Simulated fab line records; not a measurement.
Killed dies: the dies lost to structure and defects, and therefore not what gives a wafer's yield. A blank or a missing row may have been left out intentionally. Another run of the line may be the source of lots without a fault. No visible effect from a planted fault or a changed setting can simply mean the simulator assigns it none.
fab line records || flow n5Finfet
record {"lots": 4, "wafers": 12, "lastDay": 17}
route steps=1938 shown BEOL_M15@1802 PASS1_DEP@1831 MIM_BOT@1832 MIM_TOP@1834 MIM_TOP_LITHO@1839 PASSIVATION@1936
lots that met no fault: taken from a fault-free run of the same line
startH: hours from the record's first day to the start of the lot's first wafer shown || waitH: time in hours since the lot's previous step || " as in the row above || L1.1+2: one row covering several wafers at once || - no value present, or no start provided || * or withheld: withheld || < > ~ a bound
route shown NAME@n: NAME is a module with steps in the file, n the number in the route of the first one || usual: mean/standard deviation of fault-free wafers || same: alike in all rows || chamber/n: place in a boat || sites: readings site by site || _std_site: the standard deviation of these || _edge_site: mean of outer sites minus mean of inner sites || radiusMm: how far each site lies from the wafer's centre || mask NAME#n: copy n || behind: the most recent tool/chamber to have shaped the wafer || hold: reason for holding the lot/hours on hold/outcome of the hold || device: transistor that didn't switch, given as n, p or np || end of line: tests of these same wafers at the route's end || where a step has no rows: the recipe by itself || killed: the dies lost at the first sort to structure and to defects; this is not the yield of the wafer || map: a wafer's dies, x killed, . not, _ none there
set.NAME: the setting that was run; set.NAME@STEP: the one run at that earlier step || model.NAME: the simulator's own value behind a step, which no gauge read
a table for each step, a row for each wafer; lots at some steps of the route
services: when a tool's chamber went out of use (startH, in hours from the record's first day, below 0 if earlier), for how many hours, and the reason
## steps
# step N5_BEOL_M15_DEVELOP_27
# recipe {"developTimeS": 45, "rinseLiquid": "diw", "dry": "airSpin", "devTempC": 21}
# step N5_BEOL_M15_HARDBAKE_32
# recipe {"tempC": 130, "timeS": 120}
# step N5_BEOL_M15_DESCUM_33
# recipe {"chemistry": "O2", "timeS": 7.9, "sourcePowerW": 50, "biasPowerW": 20, "pressureMtorr": 20, "rfFrequencyHz": 2.712e+07, "tempC": 40, "o2FlowSccm": 225}
# step N5_BEOL_M15_ETCH_61
# recipe {"chemistry": "N2/H2", "target": "BARC", "targetDepthA": 890, "overetchA": 267, "timeS": 67.9, "ionEnergyEv": 200, "pressureMtorr": 30, "sourceW": 840, "biasW": 150, "n2FlowSccm": 200, "h2FlowSccm": 200}
# step N5_BEOL_M15_TRENCH_ETCH_34
# recipe {"chemistry": "C4F8/O2/Ar", "target": "SiO2", "targetDepthA": 8729.3, "heInnerTorr": 15, "heOuterTorr": 30, "timeS": 199, "ionEnergyEv": 800, "pressureMtorr": 20, "sourceW": 1905, "biasW": 2040, "Ar_flow_sccm": 400, "C4F8_flow_sccm": 16, "O2_flow_sccm": 12}
# step N5_BEOL_M15_STRIP_36
# recipe {"chemistry": "O2", "powerW": 600, "tempC": 60, "pressureMtorr": 30, "rfFrequencyHz": 6e+07, "biasPowerW": 0, "overashFraction": 0.3, "o2FlowSccm": 225}
# step N5_BEOL_M15_STRIP_62
# recipe {"chemistry": "O2", "powerW": 600, "tempC": 60, "pressureMtorr": 30, "rfFrequencyHz": 6e+07, "biasPowerW": 0, "overashFraction": 0.3, "o2FlowSccm": 225}
# step N5_BEOL_M15_STRIP_37
# recipe {"chemistry": "O2", "powerW": 600, "tempC": 60, "pressureMtorr": 30, "rfFrequencyHz": 6e+07, "biasPowerW": 0, "overashFraction": 0.3, "o2FlowSccm": 225}
# step N5_BEOL_M15_ETCH_38
# recipe {"chemistry": "CF4/N2", "target": "SiCN", "targetDepthA": 1064, "taperDeg": 2, "timeS": 120.5, "ionEnergyEv": 150, "maskMaterial": "SiO2", "pressureMtorr": 40, "sourceW": 430, "biasW": 70, "Ar_flow_sccm": 100, "cf4FlowSccm": 60, "n2FlowSccm": 60}
# usual {"biasW": "69.99/0.21", "drypumpMotorCurrentA": "5.9/0.32", "oesProductAu": "0.82/0.084", "rfVppV": "382.1/2.6", "showerheadPlenumPTorr": "2.20/0.096", "throttleValvePct": "15.36/0.25"}
# same {"timeS": 120.5}
{"lot.wafer": "L867.1", "tool": "rieDiel-06", "chamber": 1, "startH": 265.11, "waitH": "-", "biasW": 70.17, "drypumpMotorCurrentA": 6.2, "oesProductAu": 0.85, "rfHoursCounterH": 56, "rfVppV": 379.9, "showerheadPlenumPTorr": 2.16, "throttleValvePct": 15.50}
{"lot.wafer": "L867.2", "tool": "rieDiel-06", "chamber": 3, "startH": 265.11, "waitH": "-", "biasW": 70.32, "drypumpMotorCurrentA": 6.0, "oesProductAu": 0.74, "rfHoursCounterH": 155, "rfVppV": 377.8, "showerheadPlenumPTorr": 2.13, "throttleValvePct": 15.59}
{"lot.wafer": "L867.3", "tool": "rieDiel-06", "chamber": 0, "startH": 265.11, "waitH": "-", "biasW": 69.67, "drypumpMotorCurrentA": 5.5, "oesProductAu": 0.99, "rfHoursCounterH": 1, "rfVppV": 386.7, "showerheadPlenumPTorr": 2.35, "throttleValvePct": 15.12}
{"lot.wafer": "L881.2", "tool": "rieDiel-06", "chamber": 2, "startH": 372.91, "waitH": "-", "biasW": 69.88, "drypumpMotorCurrentA": 5.9, "oesProductAu": 0.84, "rfHoursCounterH": 44, "rfVppV": 385.3, "showerheadPlenumPTorr": 2.24, "throttleValvePct": 15.17}
{"lot.wafer": "L881.3", "tool": "rieDiel-06", "chamber": 3, "startH": 372.91, "waitH": "-", "biasW": 69.70, "drypumpMotorCurrentA": 6.0, "oesProductAu": 0.72, "rfHoursCounterH": 184, "rfVppV": 380.0, "showerheadPlenumPTorr": 2.12, "throttleValvePct": 15.64}
{"lot.wafer": "L881.4", "tool": "rieDiel-06", "chamber": 0, "startH": 372.91, "waitH": "-", "biasW": 69.70, "drypumpMotorCurrentA": 5.5, "oesProductAu": 0.91, "rfHoursCounterH": 26, "rfVppV": 385.5, "showerheadPlenumPTorr": 2.34, "throttleValvePct": 15.20}
{"lot.wafer": "L885.2", "tool": "rieDiel-04", "chamber": 1, "startH": 382.75, "waitH": "-", "biasW": 70.18, "drypumpMotorCurrentA": 6.1, "oesProductAu": 0.66, "rfHoursCounterH": 230, "rfVppV": 384.7, "showerheadPlenumPTorr": 2.26, "throttleValvePct": 15.41}
{"lot.wafer": "L885.3", "tool": "rieDiel-04", "chamber": 0, "startH": 382.75, "waitH": "-", "biasW": 69.85, "drypumpMotorCurrentA": 5.4, "oesProductAu": 0.72, "rfHoursCounterH": 219, "rfVppV": 379.6, "showerheadPlenumPTorr": 2.09, "throttleValvePct": 15.37}
{"lot.wafer": "L885.5", "tool": "rieDiel-04", "chamber": 0, "startH": 382.75, "waitH": "-", "biasW": 69.74, "drypumpMotorCurrentA": 5.4, "oesProductAu": 0.71, "rfHoursCounterH": "-", "rfVppV": 380.1, "showerheadPlenumPTorr": 2.09, "throttleValvePct": 15.39}
{"lot.wafer": "L882.2", "tool": "rieDiel-06", "chamber": 0, "startH": 393.35, "waitH": "-", "biasW": 70.06, "drypumpMotorCurrentA": 5.5, "oesProductAu": 0.90, "rfHoursCounterH": 31, "rfVppV": 386.5, "showerheadPlenumPTorr": 2.34, "throttleValvePct": 15.19}
{"lot.wafer": "L882.5", "tool": "rieDiel-06", "chamber": 2, "startH": 393.35, "waitH": "-", "biasW": 69.91, "drypumpMotorCurrentA": 5.9, "oesProductAu": 0.83, "rfHoursCounterH": "-", "rfVppV": 383.5, "showerheadPlenumPTorr": 2.24, "throttleValvePct": 15.17}
{"lot.wafer": "L882.6", "tool": "rieDiel-06", "chamber": 3, "startH": 393.35, "waitH": "-", "biasW": 70.23, "drypumpMotorCurrentA": 6.0, "oesProductAu": 0.72, "rfHoursCounterH": "-", "rfVppV": 380.3, "showerheadPlenumPTorr": 2.12, "throttleValvePct": 15.64}
# step N5_BEOL_M15_PRECLEAN_39
# recipe {"chemistry": "residueRemover", "timeS": 60, "tempC": 40}
# step N5_BEOL_M15_SRD_40
# recipe {"timeS": 30, "tempC": 23, "rinseLiquid": "diw", "dry": "n2Spin", "spinRpm": 1500, "dryTimeS": 30}
# step N5_BEOL_M15_DEGAS_41
# recipe {"ambient": "vacuum", "tempC": 300, "timeS": 60}
# step N5_BEOL_M15_PRE_CLEAN_42
# recipe {"gas": "H2/He", "timeS": 30, "tempC": 300}
# step N5_BEOL_M15_SPUTTER_43
# recipe {"material": "TaN", "targetThkA": 150, "tempC": 50, "biasV": 168.6, "powerW": 15000, "chamberPressurePa": 0.12, "timeS": 24.19}
# step N5_BEOL_M15_SPUTTER_44
# recipe {"material": "Ta", "targetThkA": 150, "tempC": 50, "biasV": 80, "powerW": 15000, "chamberPressurePa": 0.07, "timeS": 24.19}
# step N5_BEOL_M15_SPUTTER_45
# recipe {"material": "Cu", "targetThkA": 1000, "tempC": -20, "biasV": 60, "powerW": 26000, "chamberPressurePa": 0.13, "timeS": 16.67}
# step N5_BEOL_M15_ECD_47
# recipe {"material": "Cu", "targetThkA": 18600}
# step N5_BEOL_M15_ANNEAL_48
# recipe {"tempC": 225, "timeS": 90, "ambient": "N2"}
# step N5_BEOL_M15_CMP_49
# recipe {"stopOn": "SiO2", "tOverpolishS": 4.9, "downForcePsi": 2, "platenRpm": 80, "clearingPlatenDownForcePsi": 2, "clearingPlatenRpm": 80, "postCmpClean": "cuAlkaline", "targetThkNm": 850, "clearingPlatenPadVelocityMS": 1.5917, "padVelocityMS": 1.5917}
# step N5_BEOL_M15_PRE_CLEAN_52
# recipe {"gas": "NH3", "timeS": 15, "tempC": "withheld", "rfPowerW": 300}
# step N5_BEOL_M15_DEP_53
# recipe {"material": "SiCN", "targetThkA": 500, "tempC": "withheld", "precursor": "3MS/NH3", "pressureTorr": 3, "rfW": 675, "timeS": 17.8}
# step N5_PASSIVATION_PECVD_00
# recipe {"material": "SiO2", "targetThkA": 2000, "tempC": 400, "precursor": "SiH4/N2O", "pressureTorr": 2.7, "rfW": 608, "timeS": 11.2}
# step N5_MIM_BOT_DEGAS_01
# recipe {"ambient": "vacuum", "tempC": 300, "timeS": 60}
# step N5_MIM_BOT_SPUTTER_00
# recipe {"material": "TiN", "targetThkA": 350, "tempC": 200, "powerW": 3000, "chamberPressurePa": 0.49996, "gas": "Ar", "reactivePartialPa": 0.37997, "timeS": 89.7}
# step N5_MIM_TOP_ALD_00
# recipe {"material": "Al2O3", "targetThkA": "*", "tempC": "withheld", "aldPrecursorFamily": "TMA", "aldCoReactant": "O3", "pulseTimeS": "withheld", "purgeTimeS": 3, "coReactantPurgeTimeS": "withheld", "coReactantPulseTimeS": 3, "aldCycles": "withheld"}
# step N5_MIM_TOP_ALD_01
# recipe {"material": "HfO2", "targetThkA": 56, "tempC": "withheld", "aldPrecursorFamily": "Hf-amide", "aldCoReactant": "O3", "pulseTimeS": 1, "purgeTimeS": 3, "coReactantPurgeTimeS": 2, "coReactantPulseTimeS": 3, "aldCycles": 62}
# step N5_MIM_TOP_ALD_02
# recipe {"material": "Al2O3", "targetThkA": "*", "tempC": "withheld", "aldPrecursorFamily": "TMA", "aldCoReactant": "O3", "pulseTimeS": "withheld", "purgeTimeS": 3, "coReactantPurgeTimeS": "withheld", "coReactantPulseTimeS": 3, "aldCycles": "withheld"}
# step N5_MIM_TOP_DEGAS_04
# recipe {"ambient": "vacuum", "tempC": 300, "timeS": 60}
# step N5_MIM_TOP_SPUTTER_03
# recipe {"material": "TiN", "targetThkA": 350, "tempC": 200, "powerW": 3000, "chamberPressurePa": 0.49996, "gas": "Ar", "reactivePartialPa": 0.37997, "timeS": 89.7}
# step N5_MIM_TOP_LITHO_HMDS_01
# recipe {"timeS": 60, "tempC": 120}
# step N5_MIM_TOP_LITHO_COAT_02
# recipe {"spinRpm": "*", "resistThkNm": "*"}
# step N5_MIM_TOP_LITHO_EBR_04
# recipe {"solvent": "PGMEA", "ebrWidthMm": 1.5}
# step N5_MIM_TOP_LITHO_SOFTBAKE_03
# recipe {"tempC": 100, "timeS": 90}
# step N5_MIM_TOP_LITHO_EXPOSE_05
# recipe {"maskId": "MIM_TOP", "na": 0.55, "sourceShape": "conventional", "sigmaOuter": 0.8, "polarization": "unpolarized", "targetCdNm": 2000, "doseMj": 20.5}
# step N5_PASSIVATION_PROBE_49
# usual {"defectLimitedYield": "90.9/1.6", "killed_at_M0_to_M3": "34/10", "killed_at_M4_up": "13/5.4", "killedAtContacts": "13/6", "killedAtFrontEnd": "42/13", "killedAtOther": "4/3.2", "killedDies": "107/18", "killedOnRim": "14/4.2", "killedOpen": "69/14", "killedShort": "35/7.7", "sort_bin_4_leakage": "0.02/0.17", "sort_bin_5_function": "5.3/1", "sort_bin_6_memory": "3.3/0.75", "sort_bin_8_speed": "0.00/0.015", "sortNPass": "1073/19", "sortYieldPct": "90.9/1.6"}
# same {"grossDies": 1180, "killedAtBackSide": 0}
{"lot.wafer": "L867.1", "tool": "prober-02", "chamber": "-", "startH": 280.09, "waitH": 0.0, "defectLimitedYield[%]": 90.4, "killed_at_M0_to_M3": 42, "killed_at_M4_up": 15, "killedAtContacts": 9, "killedAtFrontEnd": 46, "killedAtOther": 1, "killedDies": 113, "killedOnRim": 12, "killedOpen": 69, "killedShort": 38, "sort_bin_4_leakage[%]": 0, "sort_bin_5_function[%]": 5.4, "sort_bin_6_memory[%]": 4.0, "sort_bin_8_speed[%]": 0, "sortNPass": 1067, "sortYieldPct[%]": 90.4}
{"lot.wafer": "L867.2", "tool": "prober-02", "chamber": "-", "startH": 280.14, "waitH": 0.1, "defectLimitedYield[%]": 91.3, "killed_at_M0_to_M3": 30, "killed_at_M4_up": 15, "killedAtContacts": 8, "killedAtFrontEnd": 37, "killedAtOther": 13, "killedDies": 103, "killedOnRim": 12, "killedOpen": 66, "killedShort": 35, "sort_bin_4_leakage[%]": 0, "sort_bin_5_function[%]": 4.7, "sort_bin_6_memory[%]": 3.5, "sort_bin_8_speed[%]": 0, "sortNPass": 1077, "sortYieldPct[%]": 91.3}
{"lot.wafer": "L867.3", "tool": "prober-02", "chamber": "-", "startH": 280.19, "waitH": 0.1, "defectLimitedYield[%]": 91.4, "killed_at_M0_to_M3": 42, "killed_at_M4_up": 14, "killedAtContacts": 7, "killedAtFrontEnd": 38, "killedAtOther": 1, "killedDies": 102, "killedOnRim": 18, "killedOpen": 73, "killedShort": 27, "sort_bin_4_leakage[%]": 0, "sort_bin_5_function[%]": 5.3, "sort_bin_6_memory[%]": 3.1, "sort_bin_8_speed[%]": 0.08, "sortNPass": 1077, "sortYieldPct[%]": 91.3}
{"lot.wafer": "L881.2", "tool": "prober-01", "chamber": "-", "startH": 388.65, "waitH": 0.1, "defectLimitedYield[%]": 85.4, "killed_at_M0_to_M3": 40, "killed_at_M4_up": 91, "killedAtContacts": 14, "killedAtFrontEnd": 24, "killedAtOther": 3, "killedDies": 172, "killedOnRim": 30, "killedOpen": 59, "killedShort": 33, "sort_bin_4_leakage[%]": 0, "sort_bin_5_function[%]": 9.0, "sort_bin_6_memory[%]": 4.4, "sort_bin_8_speed[%]": 0, "sortNPass": 1008, "sortYieldPct[%]": 85.4}
{"lot.wafer": "L881.3", "tool": "prober-01", "chamber": "-", "startH": 388.70, "waitH": 0.1, "defectLimitedYield[%]": 86.9, "killed_at_M0_to_M3": 44, "killed_at_M4_up": 76, "killedAtContacts": 8, "killedAtFrontEnd": 25, "killedAtOther": 2, "killedDies": 155, "killedOnRim": 27, "killedOpen": 77, "killedShort": 22, "sort_bin_4_leakage[%]": 1.61, "sort_bin_5_function[%]": 8.2, "sort_bin_6_memory[%]": 3.6, "sort_bin_8_speed[%]": 0.08, "sortNPass": 1006, "sortYieldPct[%]": 85.3}
{"lot.wafer": "L881.4", "tool": "prober-01", "chamber": "-", "startH": 388.75, "waitH": 0.2, "defectLimitedYield[%]": 83.3, "killed_at_M0_to_M3": 46, "killed_at_M4_up": 108, "killedAtContacts": 10, "killedAtFrontEnd": 25, "killedAtOther": 8, "killedDies": 197, "killedOnRim": 29, "killedOpen": 62, "killedShort": 39, "sort_bin_4_leakage[%]": 0, "sort_bin_5_function[%]": 10.8, "sort_bin_6_memory[%]": 4.7, "sort_bin_8_speed[%]": 0, "sortNPass": 983, "sortYieldPct[%]": 83.3}
{"lot.wafer": "L885.2", "tool": "prober-02", "chamber": "-", "startH": 400.82, "waitH": 0.1, "defectLimitedYield[%]": 92.4, "killed_at_M0_to_M3": 32, "killed_at_M4_up": 21, "killedAtContacts": 12, "killedAtFrontEnd": 23, "killedAtOther": 2, "killedDies": 90, "killedOnRim": 5, "killedOpen": 69, "killedShort": 18, "sort_bin_4_leakage[%]": 0, "sort_bin_5_function[%]": 5.1, "sort_bin_6_memory[%]": 2.5, "sort_bin_8_speed[%]": 0, "sortNPass": 1090, "sortYieldPct[%]": 92.4}
{"lot.wafer": "L885.3", "tool": "prober-02", "chamber": "-", "startH": 400.87, "waitH": 0.1, "defectLimitedYield[%]": 90.8, "killed_at_M0_to_M3": 26, "killed_at_M4_up": 18, "killedAtContacts": 13, "killedAtFrontEnd": 50, "killedAtOther": 2, "killedDies": 109, "killedOnRim": 13, "killedOpen": 73, "killedShort": 35, "sort_bin_4_leakage[%]": 0, "sort_bin_5_function[%]": 6.0, "sort_bin_6_memory[%]": 2.9, "sort_bin_8_speed[%]": 0, "sortNPass": 1071, "sortYieldPct[%]": 90.8}
{"lot.wafer": "L885.5", "tool": "prober-02", "chamber": "-", "startH": 400.97, "waitH": 0.2, "defectLimitedYield[%]": 92.6, "killed_at_M0_to_M3": 22, "killed_at_M4_up": 15, "killedAtContacts": 14, "killedAtFrontEnd": 32, "killedAtOther": 4, "killedDies": 87, "killedOnRim": 8, "killedOpen": 57, "killedShort": 29, "sort_bin_4_leakage[%]": 0, "sort_bin_5_function[%]": 4.1, "sort_bin_6_memory[%]": 2.7, "sort_bin_8_speed[%]": 0, "sortNPass": 1093, "sortYieldPct[%]": 92.6}
{"lot.wafer": "L882.2", "tool": "prober-02", "chamber": "-", "startH": 407.83, "waitH": 0.1, "defectLimitedYield[%]": 83.9, "killed_at_M0_to_M3": 20, "killed_at_M4_up": 104, "killedAtContacts": 21, "killedAtFrontEnd": 45, "killedAtOther": 0, "killedDies": 190, "killedOnRim": 28, "killedOpen": 57, "killedShort": 28, "sort_bin_4_leakage[%]": 0, "sort_bin_5_function[%]": 9.5, "sort_bin_6_memory[%]": 4.3, "sort_bin_8_speed[%]": 0, "sortNPass": 990, "sortYieldPct[%]": 83.9}
{"lot.wafer": "L882.5", "tool": "prober-02", "chamber": "-", "startH": 407.98, "waitH": 0.2, "defectLimitedYield[%]": 87.5, "killed_at_M0_to_M3": 37, "killed_at_M4_up": 81, "killedAtContacts": 4, "killedAtFrontEnd": 23, "killedAtOther": 3, "killedDies": 148, "killedOnRim": 29, "killedOpen": 44, "killedShort": 29, "sort_bin_4_leakage[%]": 0, "sort_bin_5_function[%]": 7.1, "sort_bin_6_memory[%]": 3.6, "sort_bin_8_speed[%]": 0, "sortNPass": 1032, "sortYieldPct[%]": 87.5}
{"lot.wafer": "L882.6", "tool": "prober-02", "chamber": "-", "startH": 408.03, "waitH": 0.3, "defectLimitedYield[%]": 87.8, "killed_at_M0_to_M3": 27, "killed_at_M4_up": 68, "killedAtContacts": 11, "killedAtFrontEnd": 38, "killedAtOther": 0, "killedDies": 144, "killedOnRim": 24, "killedOpen": 60, "killedShort": 21, "sort_bin_4_leakage[%]": 0.34, "sort_bin_5_function[%]": 7.9, "sort_bin_6_memory[%]": 3.1, "sort_bin_8_speed[%]": 0, "sortNPass": 1032, "sortYieldPct[%]": 87.5}
# killed by level:class
L867.1 STI_FIN_REVEAL:geometricParticle:open=14 FIN_SAQP:geometricParticle:open=12 FIN_SAQP:geometricParticle:short=11 BEOL_M0_SAQP:geometricParticle:open=10 BEOL_M3:geometricParticle:open=8 BEOL_M1:geometricParticle:open=6 BEOL_M2:geometricParticle:open=6 MOL_CONTACT_COAG:geometricParticle:short=4
L867.2 FIN_SAQP:geometricParticle:open=14 FIN_SAQP:geometricParticle:short=7 BEOL_M1:geometricParticle:open=7 DUMMY_GATE:geometricParticle:open=6 MOL_CONTACT_COAG:geometricParticle:open=6 BEOL_M0_SAQP:geometricParticle:short=5 BEOL_M4:geometricParticle:open=5 PAD_METAL:geometricParticle:open=5
L867.3 BEOL_M3:geometricParticle:open=12 STI_FIN_REVEAL:geometricParticle:open=10 BEOL_M1:geometricParticle:open=9 DUMMY_GATE:geometricParticle:open=8 BEOL_M2:geometricParticle:open=7 FIN_SAQP:geometricParticle:short=6 MOL_CONTACT_COAG:geometricParticle:open=6 FIN_SAQP:geometricParticle:open=5
L881.2 BEOL_M15:unspecified=78 BEOL_M0_SAQP:geometricParticle:open=13 BEOL_M0_SAQP:geometricParticle:short=11 STI_FIN_REVEAL:geometricParticle:open=8 MOL_CONTACT_COAG:geometricParticle:open=7 BEOL_M4:geometricParticle:open=7 MOL_CONTACT_COAG:geometricParticle:short=6 BEOL_M2:geometricParticle:open=6
L881.3 BEOL_M15:unspecified=52 BEOL_M4:geometricParticle:open=20 BEOL_M0_SAQP:geometricParticle:open=11 BEOL_M0_SAQP:geometricParticle:short=8 BEOL_M2:geometricParticle:open=7 FIN_SAQP:geometricParticle:open=6 MOL_CONTACT_COAG:geometricParticle:open=6 BEOL_M3:geometricParticle:open=6
L881.4 BEOL_M15:unspecified=92 BEOL_M0_SAQP:geometricParticle:open=14 BEOL_M0_SAQP:geometricParticle:short=9 GATE_CUT:geometricParticle:short=7 BEOL_M1:geometricParticle:open=7 BEOL_M4:geometricParticle:open=6 PAD_METAL:geometricParticle:short=6 DUMMY_GATE:geometricParticle:open=5
L885.2 MOL_CONTACT_COAG:geometricParticle:open=11 BEOL_M2:geometricParticle:open=9 BEOL_M4:geometricParticle:open=8 STI_FIN_REVEAL:geometricParticle:open=7 BEOL_M1:geometricParticle:open=6 FIN_SAQP:geometricParticle:open=4 BEOL_M3:geometricParticle:open=4 BEOL_M0_SAQP:geometricParticle:open=4
L885.3 STI_FIN_REVEAL:geometricParticle:open=15 BEOL_M4:geometricParticle:open=12 MOL_CONTACT_COAG:geometricParticle:open=8 BEOL_M2:geometricParticle:open=8 FIN_SAQP:geometricParticle:open=5 STI_FIN_REVEAL:geometricParticle:short=5 MOL_CONTACT_COAG:geometricParticle:short=5 BEOL_M3:geometricParticle:open=5
L885.5 MOL_CONTACT_COAG:geometricParticle:open=11 STI_FIN_REVEAL:geometricParticle:open=10 BEOL_M4:geometricParticle:open=7 FIN_SAQP:geometricParticle:open=5 GATE_CUT:geometricParticle:open=5 BEOL_M0_SAQP:geometricParticle:short=5 BEOL_M1:geometricParticle:open=5 BEOL_M0_SAQP:geometricParticle:open=4
L882.2 BEOL_M15:unspecified=89 MOL_CONTACT_COAG:geometricParticle:open=13 HKMG_FIN:areaEtch=11 STI_FIN_REVEAL:geometricParticle:open=9 MOL_CONTACT_COAG:geometricParticle:short=8 DUMMY_GATE:geometricParticle:open=7 FIN_SAQP:geometricParticle:short=6 BEOL_M1:geometricParticle:open=5
L882.5 BEOL_M15:unspecified=74 BEOL_M0_SAQP:geometricParticle:short=11 BEOL_M1:geometricParticle:open=10 BEOL_M0_SAQP:geometricParticle:open=7 BEOL_M2:geometricParticle:open=5 FIN_SAQP:geometricParticle:open=4 FIN_SAQP:geometricParticle:short=4 DUMMY_GATE:geometricParticle:open=4
L882.6 BEOL_M15:unspecified=52 BEOL_M3:geometricParticle:open=14 FIN_CUT:areaEtch=11 MOL_CONTACT_COAG:geometricParticle:open=9 FIN_SAQP:geometricParticle:open=7 BEOL_M4:geometricParticle:open=7 BEOL_M1:geometricParticle:open=7 STI_FIN_REVEAL:geometricParticle:open=6
# map L881.4 (x killed, . not)
_________________............________________
______________.....x...x.......x_____________
___________........................__________
__________........x........x........_________
________.............x................_______
_______x.x.x.................x.........______
______.....xx........xx......x.........._____
_____.......x............................____
____x.x........xx....x.......x..........x.___
___......................x.................__
___.x...........x..................x.......__
__.........................................._
__..x......x...x.....x....x..........x......_
_.............x........x................x...x
_..............x.............................
_..x....x....................................
_x.xx.x................................x.x...
_.......x......................x.....x...x..x
_....x..xx........x..........................
_.....x.x..x........x..........x.........xx..
_....xxx...x...............x...............xx
__..x................x........x.........x..._
__x.....x...........x....xx.....x..........._
___x.x.x........x.......x.x.....x..........__
___x..................x.xx.x.xx.x..........__
____...x.x................xx.xxx..x...x...___
_____...................x.xxxxxxx.x..x...____
______.........x......xx.xxxxxxxxx......_____
_______.......xx.x..xx.xxxxxxxxxx...x..______
________..............xxxxxxxxxxxx..x._______
__________.........x.xxxxxxxxxxx.x.._________
___________x...x.....x.x.xxxxxxxx.x__________
______________..x....x..xxxxxxxx_____________
_________________.x...xx.xxxx________________
# map L882.2 (x killed, . not)
_________________............________________
______________.x................_____________
___________..........xx.....x......__________
__________...x.x..x................._________
________.....x.x......x......x........_______
_______x......................x........______
______....x......x...........x........x._____
_____.x..............xx..x...x........x..____
____.x....x.....x...x.....................___
___x.................x........x............__
___..x.................x...................__
__........x..x.............................._
__...x...............................x......_
_.....x...............x.x...x............x...
_......x...................................xx
_............x.....x.x.......................
_........x.........x.....x.....x.......x.....
_x...............x..................x...x....
_...........x...............x....x...........
_x....................xx.....................
_.......x...................x....x.....x...x.
__..........x.........x............x........_
__......x....................xx............._
___.......x................................__
___.xx...............xxx..xxx..............__
____....xx....x..........x.xx.xx.x........___
_____.x...x.....x.x....xxxxxxxx.x.......x____
______.........x.....x.xxxxxxxxxxx......_____
_______.....x.........x.xxxxxxxxxx.....______
________........x.....xxxxxxxxxxxxx.x._______
__________...........x.xxxxxxxxxx..._________
___________....xxx.x.x.xxxxxxxxxxxx__________
______________.......xxxxxxxxxx._____________
_________________...x.x.xxxxx________________
## services
{"tool": "rieDiel-06", "chamber": 0, "startH": 242.41, "hours": "-", "kind": "clean"}
{"tool": "rieDiel-06", "chamber": 0, "startH": 242.41, "hours": "-", "kind": "consumableReplace:focusRing"}
{"tool": "rieDiel-06", "chamber": 0, "startH": 242.41, "hours": "-", "kind": "consumableReplace:showerhead"}
{"tool": "rieDiel-06", "chamber": 0, "startH": 242.41, "hours": 21.1, "kind": "scheduledDown"}
{"tool": "rieDiel-06", "chamber": 0, "startH": 242.41, "hours": 21.1, "kind": "ventCycle"}
{"tool": "rieDiel-04", "chamber": 0, "startH": 250.43, "hours": 17.9, "kind": "repair"}
{"tool": "rieDiel-06", "chamber": "-", "startH": 318.79, "hours": 1.1, "kind": "repair"}
{"tool": "rieDiel-04", "chamber": 0, "startH": 341.79, "hours": 8.0, "kind": "repair"}
{"tool": "rieDiel-06", "chamber": 0, "startH": 366.77, "hours": 5.4, "kind": "repair"}
{"tool": "rieDiel-04", "chamber": 0, "startH": 391.03, "hours": 6.1, "kind": "repair"}
## key
firstSign {"step": "N5_PASSIVATION_PROBE_49", "reading": "killed_at_M4_up", "direction": "up", "sigmas": 14, "usual": 13, "struck": 88}
effect {"step": "N5_PASSIVATION_PROBE_49", "reading": "killedDies", "direction": "up", "sigmas": 3.3, "usual": 107, "struck": 168}
moreKillsBornAt {"N5_BEOL_M15_ETCH_38@rieDiel-06": 437}
metAt N5_BEOL_M15_ETCH_38
struckWafers L881.2,L881.3,L881.4,L882.2,L882.5,L882.6
baselineLoss {"step": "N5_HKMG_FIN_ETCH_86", "wafers": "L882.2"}
baselineLoss {"step": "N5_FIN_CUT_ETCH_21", "wafers": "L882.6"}
onsetBetween 265.11 372.91
fault {"kind": "chamberParticleSource", "tool": "rieDiel-06", "chamber": "-", "onsetH": 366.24, "steps": "N5_BEOL_M15_ETCH_38", "ratePerVisitCm2": 0.47211, "endH": 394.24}
# baselineLoss: these wafers lose ten dies or more at that step, a loss of the line's own and not of a fault; the sort's usual values leave them out
